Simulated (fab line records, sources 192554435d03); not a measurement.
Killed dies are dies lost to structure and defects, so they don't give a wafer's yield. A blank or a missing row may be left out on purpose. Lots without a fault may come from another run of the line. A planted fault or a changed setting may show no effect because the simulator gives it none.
Split-lot experiment | flow n5_finfet | 7 lots, 39 wafers read, on a route of 1938 steps

THE SPLIT
At N5_BEOL_M6_TRENCH_ETCH_37 (etches SiCOH lowk in C4F6/O2, target depth 94.435 nm, time 31.5 s), the setting target_depth_a was moved away from the recipe's 944.35 angstrom on 15 of the 39 wafers read, by -51.3% to +57.0%. The other wafers ran this setting at the recipe's value.

FROM THE SPLIT TO THE READING: what the file shows between them, 8 steps
- N5_BEOL_M6_ETCH_41: etches SiCN in CH3F/O2, target depth 29.7 nm, time 52 s
- N5_BEOL_M6_STRIP_80: strips in N2/H2, time 10 s
- N5_BEOL_M6_OCD_MEAS_38
- N5_BEOL_M6_HM_STRIP_39: strips TiN in peroxide tin strip, target depth 25 nm, time 158 s
- N5_BEOL_M6_SRD_40: time 30 s
- N5_BEOL_M6_ECD_50: material Cu, target thk 300 nm
- N5_BEOL_M6_ANNEAL_51: time 90 s
- N5_BEOL_M6_CMP_52: polishes, stops on SiCOH lowk, t overpolish 6.9 s, target thk 80 nm

THE READING
M6_THK, in nm, at N5_BEOL_M6_THK_MEAS_53 (measures by xrf). Fault-free wafers of this fab line usually give 78.0 nm, standard deviation 1.7 nm.

wafer  | tool, chamber at the split | target_depth_a as run, angstrom | against the recipe | M6_THK, nm | against lot-mates on the recipe
L088.1 | rie_diel-05, 1             | 944.35                          | recipe             | 76.5       | -
L088.2 | rie_diel-05, 3             | 944.35                          | recipe             | 76.2       | -
L088.3 | rie_diel-05, 0             | 459.6                           | -51.3%             | 30.2       | -47.3
L088.4 | rie_diel-05, 2             | 944.35                          | recipe             | 79.8       | -
L088.5 | rie_diel-05, 3             | 459.6                           | -51.3%             | 29.2       | -48.3
L088.6 | rie_diel-05, 2             | 459.6                           | -51.3%             | 30.9       | -46.6
L087.1 | rie_diel-05, 3             | 1164                            | +23.3%             | 95.6       | +18.7
L087.2 | rie_diel-05, 2             | 944.35                          | recipe             | 77.2       | -
L087.3 | rie_diel-05, 0             | 944.35                          | recipe             | 76.5       | -
L087.4 | rie_diel-05, 1             | 1164                            | +23.3%             | 97.7       | +20.8
L087.5 | rie_diel-05, 0             | 944.35                          | recipe             | 76.9       | -
L087.6 | rie_diel-05, 3             | 1164                            | +23.3%             | 95.8       | +18.9
L092.1 | rie_diel-04, 0             | 944.35                          | recipe             | 76.7       | -
L092.2 | rie_diel-04, 3             | 944.35                          | recipe             | 75.2       | -
L092.3 | rie_diel-04, 2             | 944.35                          | recipe             | 77.4       | -
L092.4 | rie_diel-04, 3             | 944.35                          | recipe             | 74.4       | -
L092.5 | rie_diel-04, 2             | 944.35                          | recipe             | 75.9       | -
L092.6 | rie_diel-04, 0             | 944.35                          | recipe             | 76.4       | -
L093.1 | rie_diel-04, 3             | 1395                            | +47.7%             | 121.5      | +43.3
L093.2 | rie_diel-04, 0             | 1395                            | +47.7%             | 122.1      | +43.9
L093.3 | rie_diel-04, 2             | 944.35                          | recipe             | 79.7       | -
L093.4 | rie_diel-04, 2             | 944.35                          | recipe             | 77.1       | -
L093.5 | rie_diel-04, 3             | 944.35                          | recipe             | 77.9       | -
L093.6 | rie_diel-04, 0             | 1395                            | +47.7%             | 120.7      | +42.5
L094.1 | rie_diel-04, 2             | 944.35                          | recipe             | 78.5       | -
L094.5 | rie_diel-04, 0             | 944.35                          | recipe             | 77.9       | -
L094.6 | rie_diel-04, 3             | 944.35                          | recipe             | 79.2       | -
L096.1 | rie_diel-04, 3             | 944.35                          | recipe             | 77.1       | -
L096.2 | rie_diel-04, 0             | 944.35                          | recipe             | 76.1       | -
L096.3 | rie_diel-04, 1             | 1483                            | +57.0%             | 134.8      | +57.9
L096.4 | rie_diel-04, 2             | 1483                            | +57.0%             | 130.9      | +54.0
L096.5 | rie_diel-04, 3             | 944.35                          | recipe             | 77.5       | -
L096.6 | rie_diel-04, 0             | 1483                            | +57.0%             | 126.3      | +49.4
L097.1 | rie_diel-02, 1             | 479.2                           | -49.3%             | 33.3       | -45.1
L097.2 | rie_diel-02, 0             | 479.2                           | -49.3%             | 32.8       | -45.6
L097.3 | rie_diel-02, 3             | 944.35                          | recipe             | 76.7       | -
L097.4 | rie_diel-02, 3             | 944.35                          | recipe             | 78.6       | -
L097.5 | rie_diel-02, 1             | 944.35                          | recipe             | 79.8       | -
L097.6 | rie_diel-02, 0             | 479.2                           | -49.3%             | 30.3       | -48.1

THE FIT
A straight line over all 39 wafers: M6_THK changes by +0.92 nm for each +1% of target_depth_a; r = +1.00; the points scatter about the line by 1.7 nm.
The same after taking each lot's own level away (the mean of its wafers on the recipe; 39 wafers): +0.925 nm for each +1%; r = +1.00; scatter 1.5 nm.
On that fit, the largest move of target_depth_a shifts the reading by 53 nm.
The lots' own levels span 76.00 to 78.53 nm, that is 1.5 times the standard deviation above.
So the lot-to-lot level changes the slope little: the two slopes agree.
Check: with one of the wafers moved furthest among these (+57.0%) left out of the fit, the line predicts +51.9 nm for it against its lot-mates. It came out at +57.9 nm against them.

THE WHOLE CHAIN: every reading that the file lists as answering this split, in the file's order
step                      | what it does                                                        | reading                                                                          | change (the file's fit)                                                              | r (the file's)
N5_BEOL_M6_TRENCH_ETCH_37 | etches SiCOH lowk in C4F6/O2, target depth 94.435 nm, time 31.5 s   | BEOL_M6.feature_depth_nm (the simulator's own value, which no gauge read)        | +0.938 nm for each +1% of the setting                                                | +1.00
N5_BEOL_M6_TRENCH_ETCH_37 | etches SiCOH lowk in C4F6/O2, target depth 94.435 nm, time 31.5 s   | etch.depth_nm (the simulator's own value, which no gauge read)                   | +0.938 nm for each +1% of the setting                                                | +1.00
N5_BEOL_M6_TRENCH_ETCH_37 | etches SiCOH lowk in C4F6/O2, target depth 94.435 nm, time 31.5 s   | TiN_of_BEOL_M6_HM_DEP_02.thk_nm (the simulator's own value, which no gauge read) | -0.0267 nm for each +1% of the setting                                               | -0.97
N5_BEOL_M6_OCD_MEAS_38    |                                                                     | trench_depth_nm                                                                  | +0.937 nm for each +1% of the setting                                                | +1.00
N5_BEOL_M6_CMP_52         | polishes, stops on SiCOH lowk, t overpolish 6.9 s, target thk 80 nm | Cu_of_BEOL_M6_ECD_50.thk_nm (the simulator's own value, which no gauge read)     | +0.939 nm for each +1% of the setting                                                | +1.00
N5_BEOL_M6_THK_MEAS_53    | measures by xrf                                                     | M6_THK                                                                           | +0.925 for each +1% of the setting                                                   | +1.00
N5_BEOL_M6_RS_MEAS_57     | measures by four-point-probe                                        | M6_RS                                                                            | not straight: 0.976 at the lowest setting, 0.293 at the recipe, 0.161 at the highest | not given

THE FILE'S OWN FIT
M6_THK changes by +0.925 nm for each +1% of target_depth_a, r = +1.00.
